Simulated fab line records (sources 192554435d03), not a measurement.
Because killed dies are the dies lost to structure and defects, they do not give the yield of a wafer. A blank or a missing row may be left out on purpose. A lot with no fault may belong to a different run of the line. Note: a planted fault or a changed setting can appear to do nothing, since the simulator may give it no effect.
fab line records	flow n5_finfet
record lots=6	wafers=18	last_day=18
route steps=1938 shown BEOL_M7@1297
lots that met no fault: from a run of the same line without faults
start_h: hours from the record's first day to the start of the lot's first wafer shown	wait_h: time in hours since the lot's previous step	" as in the row above	L1.1+2: one row covering several wafers at once	- no value, or no start was given	* or withheld: withheld	< > ~ a bound
route shown NAME@n: NAME is a module with steps in the file, n the number in the route of the first one	usual: average and standard deviation across the fault-free wafers	same: alike in all rows	chamber/n: place in a boat	sites: each site's reading	_std_site: standard deviation of those values	_edge_site: mean of outer sites minus mean of inner sites	radius_mm: how far each site lies from the wafer's centre	mask NAME#n: copy n	behind: the most recent tool/chamber to have shaped the wafer	hold: why the lot went on hold/how many hours it stayed there/how the hold came to an end	device: names the non-switching transistor (n, p or np)	end of line: at the end of the route, the tests of the same wafers	a step without rows: its recipe alone	killed: count of dies lost to structure and defects at first sort (not the wafer's yield)	map: dies across one wafer; x = killed, . = not, _ = none there
set.NAME: the setting as run; set.NAME@STEP: as run at that earlier step	model.NAME: the simulator's own value behind a step, which no gauge read
certain route steps with their lots: each step a table, each wafer a row
services: when a tool's chamber went out of use (start_h, in hours from the record's first day, below 0 if earlier), for how many hours, and the reason
## steps
# step N5_BEOL_M7_OVL_MEAS_29
# recipe points_per_wafer=522
# usual V6_OVL=0.3/0.62
lot.wafer	tool	chamber	start_h	wait_h	V6_OVL[nm]
L991.1	overlay-02	0	193.23	0.0	0.8
L991.2	"	0	"	"	-0.5
L991.3	"	0	"	"	0.6
L994.1	overlay-01	0	211.90	0.0	0.3
L994.4	"	0	"	"	0.9
L994.5	"	0	"	"	1.2
L102.1	overlay-02	0	268.22	0.0	-0.4
L102.2	"	0	"	"	-0.1
L102.5	"	0	"	"	-0.4
L105.1	overlay-02	0	275.83	0.0	1.1
L105.2	"	0	"	"	0.7
L105.5	"	0	"	"	1.7
L112.2	overlay-02	0	345.82	0.0	-0.8
L112.4	"	0	"	"	-0.7
L112.6	"	0	"	"	-0.8
L114.1	overlay-01	0	363.13	0.0	0.8
L114.3	"	0	"	"	0.8
L114.5	"	0	"	"	0.9
# step N5_BEOL_M7_INSPECT_30
# recipe mode=adi	inspect_instrument=brightfield
# usual raw_defect_count=473/95
lot.wafer	tool	chamber	start_h	wait_h	raw_defect_count
L991.1	defect_inspect-02	-	193.29	0.1	450
L991.2	"	-	"	"	648
L991.3	"	-	"	"	533
L994.1	defect_inspect-02	-	211.96	0.1	547
L994.4	"	-	"	"	427
L994.5	"	-	"	"	355
L102.1	defect_inspect-02	-	268.28	0.1	395
L102.2	"	-	"	"	359
L102.5	"	-	"	"	359
L105.1	defect_inspect-01	-	275.89	0.1	475
L105.2	"	-	"	"	281
L105.5	"	-	"	"	295
L112.2	defect_inspect-02	-	345.88	0.0	538
L112.4	"	-	"	"	359
L112.6	"	-	"	"	436
L114.1	defect_inspect-02	-	363.19	0.1	325
L114.3	"	-	"	"	324
L114.5	"	-	"	"	331
# step N5_BEOL_M7_DESCUM_33
# recipe chemistry=O2	time_s=7	source_power_w=50	bias_power_w=20	pressure_mtorr=20	rf_frequency_hz=2.712e+07	temp_c=40	resist=CAR-EUV	o2_flow_sccm=225
# usual drypump_motor_current_A=5.7/0.39	oes_product_au=0.78/0.093	rf_fwd_power_W=49.31/0.27	rf_vpp_V=243.2/1.3	showerhead_plenum_p_Torr=2.10/0.067	throttle_valve_pct=20.43/0.24
lot.wafer	tool	chamber	start_h	wait_h	drypump_motor_current_A	oes_product_au	rf_fwd_power_W	rf_hours_counter_h	rf_vpp_V	showerhead_plenum_p_Torr	throttle_valve_pct
L991.1	rie_diel-06	2	193.33	0.0	5.1	0.72	49.12	195	243.3	2.16	20.63
L991.2	"	3	"	"	5.5	0.88	49.09	40	243.3	2.13	20.16
L991.3	"	1	"	"	5.5	0.66	49.37	246	243.4	2.07	20.43
L994.1	rie_diel-02	3	211.99	0.0	6.4	0.66	48.70	234	243.1	2.07	20.55
L994.4	"	1	"	"	5.2	0.76	49.31	171	242.3	2.01	20.15
L994.5	"	3	"	"	6.4	0.66	49.18	-	243.3	2.07	20.57
L102.1	rie_diel-02	2	268.32	0.0	5.8	0.69	49.41	221	244.0	2.16	20.60
L102.2	"	1	"	"	5.2	0.73	49.29	191	241.5	2.00	20.17
L102.5	"	0	"	"	5.9	0.95	49.52	-	246.8	2.22	20.60
L105.1	rie_diel-02	1	275.92	0.0	5.2	0.73	49.24	194	240.5	2.00	20.17
L105.2	"	2	"	"	5.8	0.69	49.28	224	245.5	2.16	20.62
L105.5	"	2	"	"	5.8	0.69	49.31	-	243.8	2.16	20.63
L112.2	rie_diel-06	3	346.58	0.7	5.5	0.81	49.13	91	244.4	2.11	20.23
L112.4	"	1	"	"	5.5	0.90	49.27	31	241.7	2.06	20.10
L112.6	"	3	"	"	5.5	0.82	48.80	-	243.2	2.11	20.25
L114.1	rie_diel-01	0	363.22	0.0	5.3	0.75	49.79	130	243.3	2.12	20.86
L114.3	"	2	"	"	5.6	0.68	49.60	224	241.3	2.05	20.09
L114.5	"	0	"	"	5.4	0.75	49.57	-	243.6	2.12	20.87
# step N5_BEOL_M7_ETCH_72
# recipe chemistry=N2/H2	target=underlayer	target_depth_a=65	mask_material=CAR-EUV	time_s=5.2	ion_energy_ev=200	pressure_mtorr=30	source_w=840	bias_w=150	n2_flow_sccm=200	h2_flow_sccm=200	ends=cleared
# usual drypump_motor_current_A=5.7/0.39	etch_rf_on_time_s=5.18/0.15	oes_product_au=0.67/0.083	rf_fwd_power_W=819.6/2.5	rf_vpp_V=524.0/2.4	showerhead_plenum_p_Torr=2.54/0.081	throttle_valve_pct=17.84/0.23
lot.wafer	tool	chamber	start_h	wait_h	drypump_motor_current_A	etch_rf_on_time_s	oes_product_au	rf_fwd_power_W	rf_hours_counter_h	rf_vpp_V	showerhead_plenum_p_Torr	throttle_valve_pct
L991.1	rie_diel-06	2	193.36	0.0	5.2	5.15	0.61	821.8	195	526.1	2.64	18.16
L991.2	"	3	"	"	5.6	4.95	0.76	822.6	40	525.9	2.57	17.51
L991.3	"	1	"	"	5.5	5.16	0.57	818.8	246	524.6	2.52	17.95
L994.1	rie_diel-02	3	212.03	0.0	6.4	5.56	0.55	820.0	234	521.7	2.49	17.88
L994.4	"	1	"	"	5.2	5.21	0.64	816.9	171	520.0	2.44	17.65
L994.5	"	3	"	"	6.4	5.51	0.55	821.1	-	521.5	2.49	17.89
L102.1	rie_diel-02	2	268.35	0.0	5.8	5.30	0.59	819.3	221	526.0	2.63	18.10
L102.2	"	1	"	"	5.2	5.18	0.62	821.7	191	521.1	2.43	17.71
L102.5	"	0	"	"	5.9	4.98	0.82	820.0	-	527.1	2.70	17.91
L105.1	rie_diel-02	1	275.96	0.0	5.2	5.23	0.63	823.0	194	522.2	2.43	17.70
L105.2	"	2	"	"	5.8	5.32	0.59	821.3	224	523.4	2.63	18.11
L105.5	"	2	"	"	5.8	5.29	0.60	818.8	-	526.1	2.63	18.13
L112.2	rie_diel-06	3	346.62	0.0	5.5	5.12	0.69	821.8	91	524.7	2.54	17.61
L112.4	"	1	"	"	5.5	5.14	0.76	814.7	31	520.9	2.50	17.56
L112.6	"	3	"	"	5.5	5.06	0.69	821.9	-	525.8	2.54	17.61
L114.1	rie_diel-01	0	363.26	0.0	5.4	5.24	0.63	822.9	130	523.6	2.53	18.01
L114.3	"	2	"	"	5.6	5.29	0.58	817.7	224	523.1	2.53	17.90
L114.5	"	0	"	"	5.4	5.28	0.63	821.3	-	525.3	2.53	18.02
# step N5_BEOL_M7_ETCH_65
# recipe chemistry=CF4	target=SiARC	target_depth_a=156	mask_material=CAR-EUV	time_s=26	ion_energy_ev=80	pressure_mtorr=40	source_w=545	bias_w=36	Ar_flow_sccm=100	cf4_flow_sccm=100	ends=cleared
# step N5_BEOL_M7_ETCH_66
# recipe chemistry=N2/H2	target=SOC	target_depth_a=800	overetch_a=160	mask_material=SiARC	temp_c=40	time_s=120	ion_energy_ev=200	pressure_mtorr=30	source_w=840	bias_w=150	n2_flow_sccm=200	h2_flow_sccm=200
# step N5_BEOL_M7_STRIP_69
# recipe chemistry=N2/H2	temp_c=40	n2_flow_sccm=200	h2_flow_sccm=200	rf_frequency_hz=6e+07
# step N5_BEOL_M7_STRIP_73
# recipe chemistry=N2/H2	temp_c=40	n2_flow_sccm=200	h2_flow_sccm=200	rf_frequency_hz=6e+07
# step N5_BEOL_M7_VIA_ETCH_34
# recipe chemistry=C4F6/O2	target=SiCOH_lowk	target_depth_a=1255	mask_material=SOC	taper_deg=4	time_s=50.5	ion_energy_ev=250	pressure_mtorr=30	source_w=345	bias_w=185	Ar_flow_sccm=300	C4F6_flow_sccm=10	O2_flow_sccm=10
# step N5_BEOL_M7_STRIP_76
# recipe chemistry=C4F6/O2	resist=SiARC	rf_frequency_hz=6e+07
# step N5_BEOL_M7_STRIP_36
# recipe chemistry=N2/H2	power_w=450	temp_c=40	pressure_mtorr=20	rf_frequency_hz=6e+07	overash_fraction=0.3	bias_power_w=7	h2_frac=0.5	n2_flow_sccm=200	h2_flow_sccm=200
# usual drypump_motor_current_A=5.7/0.39	oes_product_au=0.78/0.093	rf_vpp_V=59.2/1.4	showerhead_plenum_p_Torr=2.54/0.081	throttle_valve_pct=23.63/0.22
# same overash_fraction=0.3
lot.wafer	tool	chamber	start_h	wait_h	drypump_motor_current_A	oes_product_au	rf_hours_counter_h	rf_vpp_V	showerhead_plenum_p_Torr	throttle_valve_pct
L991.1	rie_diel-06	2	193.56	0.0	5.2	0.72	195	60.6	2.64	24.00
L991.2	"	3	"	"	5.5	0.87	40	58.9	2.56	23.30
L991.3	"	1	"	"	5.4	0.67	246	58.7	2.51	23.63
L994.1	rie_diel-02	3	212.22	0.0	6.4	0.67	234	58.8	2.49	23.56
L994.4	"	1	"	"	5.2	0.74	171	58.9	2.44	23.41
L994.5	"	3	"	"	6.4	0.66	-	61.2	2.49	23.54
L102.1	rie_diel-02	2	268.55	0.0	5.8	0.69	221	59.3	2.63	23.93
L102.2	"	1	"	"	5.2	0.75	191	60.8	2.43	23.43
L102.5	"	0	"	"	5.9	0.96	-	60.2	2.69	23.71
L105.1	rie_diel-02	1	276.16	0.0	5.2	0.73	194	57.3	2.43	23.45
L105.2	"	2	"	"	5.8	0.69	224	59.1	2.63	23.94
L105.5	"	2	"	"	5.8	0.70	-	60.7	2.63	23.91
L112.2	rie_diel-06	3	346.81	0.0	5.5	0.82	91	59.5	2.54	23.38
L112.4	"	1	"	"	5.5	0.89	31	60.6	2.50	23.35
L112.6	"	3	"	"	5.5	0.80	-	59.1	2.54	23.36
L114.1	rie_diel-01	0	363.45	0.0	5.4	0.75	130	59.9	2.53	23.62
L114.3	"	2	"	"	5.6	0.68	224	61.8	2.52	23.75
L114.5	"	0	"	"	5.4	0.74	-	59.2	2.53	23.64
# step N5_BEOL_M7_TRENCH_ETCH_37
# recipe chemistry=C4F6/O2	target_depth_a=934.78	target=SiCOH_lowk	time_s=31.2	ion_energy_ev=250	pressure_mtorr=30	source_w=345	bias_w=185	Ar_flow_sccm=300	C4F6_flow_sccm=10	O2_flow_sccm=10
# usual drypump_motor_current_A=5.7/0.39	oes_ar_750_au=0.79/0.092	oes_o_777_au=0.79/0.096	oes_product_au=0.78/0.095	rf_fwd_power_W=339.4/1.9	rf_vpp_V=661/9.4	showerhead_plenum_p_Torr=2.85/0.087	throttle_valve_pct=20.91/0.26
lot.wafer	tool	chamber	start_h	wait_h	drypump_motor_current_A	oes_ar_750_au	oes_o_777_au	oes_product_au	rf_fwd_power_W	rf_hours_counter_h	rf_vpp_V	showerhead_plenum_p_Torr	throttle_valve_pct
L991.1	rie_diel-06	2	-	-	5.2	0.71	0.72	0.71	340.2	195	667	2.96	21.26
L991.2	"	3	"	"	5.5	0.88	0.88	0.88	339.9	40	663	2.89	20.70
L991.3	"	1	"	"	5.4	0.67	0.68	0.66	338.4	246	673	2.81	20.89
L994.1	rie_diel-02	3	-	-	6.4	0.66	0.67	0.66	337.0	234	648	2.80	20.96
L994.4	"	1	"	"	5.2	0.76	0.77	0.75	337.4	171	645	2.73	20.60
L994.5	"	3	"	"	6.4	0.66	0.67	0.65	337.0	-	649	2.80	20.96
L102.1	rie_diel-02	2	-	-	5.8	0.70	0.72	0.69	339.2	221	656	2.90	20.95
L102.2	"	1	"	"	5.2	0.74	0.75	0.73	339.1	191	646	2.72	20.61
L102.5	"	0	"	"	5.9	0.96	0.95	0.97	341.6	-	678	3.04	21.27
L105.1	rie_diel-02	1	-	-	5.2	0.74	0.76	0.72	341.1	194	644	2.72	20.62
L105.2	"	2	"	"	5.8	0.71	0.72	0.69	338.8	224	657	2.90	20.94
L105.5	"	2	"	"	5.8	0.70	0.71	0.69	338.8	-	657	2.90	20.95
L112.2	rie_diel-06	3	-	-	5.5	0.81	0.82	0.80	336.5	91	663	2.87	20.77
L112.4	"	1	"	"	5.5	0.91	0.90	0.90	339.0	31	673	2.80	20.61
L112.6	"	3	"	"	5.5	0.82	0.82	0.81	337.0	-	664	2.87	20.75
L114.1	rie_diel-01	0	-	-	5.4	0.75	0.78	0.76	340.8	130	669	2.86	21.26
L114.3	"	2	"	"	5.6	0.70	0.69	0.70	341.9	224	659	2.82	20.81
L114.5	"	0	"	"	5.4	0.76	0.78	0.76	341.0	-	668	2.86	21.24
# step N5_BEOL_M7_ETCH_41
# recipe chemistry=CH3F/O2	target=SiCN	target_depth_a=319	taper_deg=2	time_s=57.8	ion_energy_ev=120	mask_material=TiN	pressure_mtorr=30	source_w=395	bias_w=75	Ar_flow_sccm=150	CH3F_flow_sccm=30	O2_flow_sccm=20
# usual drypump_motor_current_A=5.7/0.39	oes_product_au=0.78/0.096	rf_fwd_power_W=390.8/1.7	rf_vpp_V=297.3/1.5	showerhead_plenum_p_Torr=2.00/0.064	throttle_valve_pct=16.31/0.25
lot.wafer	tool	chamber	start_h	wait_h	drypump_motor_current_A	oes_product_au	rf_fwd_power_W	rf_hours_counter_h	rf_vpp_V	showerhead_plenum_p_Torr	throttle_valve_pct	model.etch.depth_nm
L991.1	rie_diel-06	2	193.63	-	5.2	0.71	391.8	195	298.4	2.08	16.63	21.9
L991.2	"	3	"	"	5.5	0.88	388.6	40	298.9	2.04	16.05	22.38
L991.3	"	1	"	"	5.4	0.67	392.1	246	296.9	1.97	16.36	21.89
L994.1	rie_diel-02	3	212.30	-	6.4	0.66	389.4	234	296.1	1.97	16.42	21.16
L994.4	"	1	"	"	5.2	0.74	392.0	171	295.4	1.91	16.08	21.82
L994.5	"	3	"	"	6.4	0.66	390.4	-	297.7	1.97	16.40	21.13
L102.1	rie_diel-02	2	268.62	-	5.8	0.70	388.5	221	297.1	2.04	16.45	21.42
L102.2	"	1	"	"	5.2	1.00	391.0	191	295.3	1.91	16.09	34.73
L102.5	"	0	"	"	5.9	0.96	391.9	-	300.6	2.15	16.53	22.53
L105.1	rie_diel-02	1	276.23	-	5.2	1.00	392.0	195	295.0	1.91	16.11	34.98
L105.2	"	2	"	"	5.8	0.69	389.5	224	298.0	2.04	16.44	21.29
L105.5	"	2	"	"	5.8	0.69	388.8	-	297.7	2.04	16.44	21.23
L112.2	rie_diel-06	3	346.89	-	5.5	0.81	389.4	91	297.0	2.02	16.16	22.04
L112.4	"	1	"	"	5.5	0.91	391.1	31	295.9	1.96	15.97	22.13
L112.6	"	3	"	"	5.5	0.81	389.0	-	297.2	2.02	16.15	21.92
L114.1	rie_diel-01	0	363.53	-	5.4	0.74	393.3	130	297.4	2.01	16.65	21.54
L114.3	"	2	"	"	5.6	0.68	394.2	224	297.4	1.98	16.22	21.37
L114.5	"	0	"	"	5.4	0.74	393.8	-	298.2	2.01	16.64	21.58
# step N5_BEOL_M7_STRIP_80
# recipe chemistry=N2/H2	time_s=10	power_w=450	temp_c=40	pressure_mtorr=20	rf_frequency_hz=6e+07	bias_power_w=7	n2_flow_sccm=200	h2_flow_sccm=200
# usual drypump_motor_current_A=5.7/0.39	oes_product_au=0.78/0.094	rf_vpp_V=59.2/0.84	showerhead_plenum_p_Torr=2.54/0.081	throttle_valve_pct=23.63/0.23
lot.wafer	tool	chamber	start_h	wait_h	drypump_motor_current_A	oes_product_au	rf_hours_counter_h	rf_vpp_V	showerhead_plenum_p_Torr	throttle_valve_pct
L991.1	rie_diel-06	2	-	-	5.2	0.71	195	60.1	2.64	23.99
L991.2	"	3	"	"	5.5	0.89	40	58.3	2.56	23.31
L991.3	"	1	"	"	5.5	0.66	246	57.6	2.51	23.61
L994.1	rie_diel-02	3	-	-	6.4	0.67	234	58.7	2.49	23.55
L994.4	"	1	"	"	5.2	0.75	171	58.9	2.44	23.43
L994.5	"	3	"	"	6.4	0.67	-	59.3	2.49	23.57
L102.1	rie_diel-02	2	-	-	5.8	0.69	221	61.0	2.63	23.92
L102.2	"	1	"	"	5.2	0.73	191	57.9	2.43	23.44
L102.5	"	0	"	"	5.9	0.93	-	59.5	2.70	23.71
L105.1	rie_diel-02	1	-	-	5.2	0.73	195	59.2	2.43	23.43
L105.2	"	2	"	"	5.8	0.69	225	59.9	2.62	23.91
L105.5	"	2	"	"	5.8	0.68	-	59.7	2.63	23.92
L112.2	rie_diel-06	3	-	-	5.5	0.81	91	58.8	2.54	23.38
L112.4	"	1	"	"	5.5	0.90	31	58.1	2.50	23.35
L112.6	"	3	"	"	5.5	0.81	-	58.4	2.54	23.37
L114.1	rie_diel-01	0	-	-	5.4	0.75	130	60.8	2.53	23.66
L114.3	"	2	"	"	5.6	0.69	224	59.3	2.52	23.79
L114.5	"	0	"	"	5.4	0.74	-	59.2	2.53	23.67
## services
tool	chamber	start_h	hours	kind
rie_diel-06	0	175.79	-	clean
rie_diel-06	0	175.79	-	consumable_replace:focus_ring
rie_diel-06	0	175.79	25.3	scheduled_down
rie_diel-06	0	175.79	25.3	vent_cycle
rie_diel-06	1	206.38	-	clean
rie_diel-06	1	206.38	-	consumable_replace:focus_ring
rie_diel-06	1	206.38	20.7	scheduled_down
rie_diel-02	0	230.12	-	clean
rie_diel-02	0	230.12	-	consumable_replace:focus_ring
rie_diel-02	0	230.12	-	consumable_replace:showerhead
rie_diel-02	0	230.12	22.2	scheduled_down
rie_diel-02	0	230.12	22.2	vent_cycle
rie_diel-06	1	250.77	15.2	repair
rie_diel-02	3	253.91	-	clean
rie_diel-02	3	253.91	-	consumable_replace:focus_ring
rie_diel-02	3	253.91	32.5	scheduled_down
rie_diel-02	3	253.91	32.5	vent_cycle
rie_diel-01	1	306.06	3.2	repair
rie_diel-01	2	317.52	13.2	repair
rie_diel-06	1	324.83	6.5	repair
rie_diel-06	0	329.54	6.8	repair
rie_diel-01	-	331.02	28.1	pm
rie_diel-02	3	337.71	39.6	repair
rie_diel-06	1	347.24	8.0	repair
## key
first_sign none at tools or gauges
model_effect step=N5_BEOL_M7_ETCH_41	value=etch.depth_nm	without=21.69	struck=34.85
met_at N5_BEOL_M7_ETCH_41
struck_wafers L102.2,L105.1
onset_between 212.30 268.62
fault kind=process_parameter_drift	tool=rie_diel-02	chamber=1	onset_h=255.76	steps=N5_BEOL_M7_ETCH_41	channel=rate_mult	offset=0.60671	shape=step	end_h=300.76
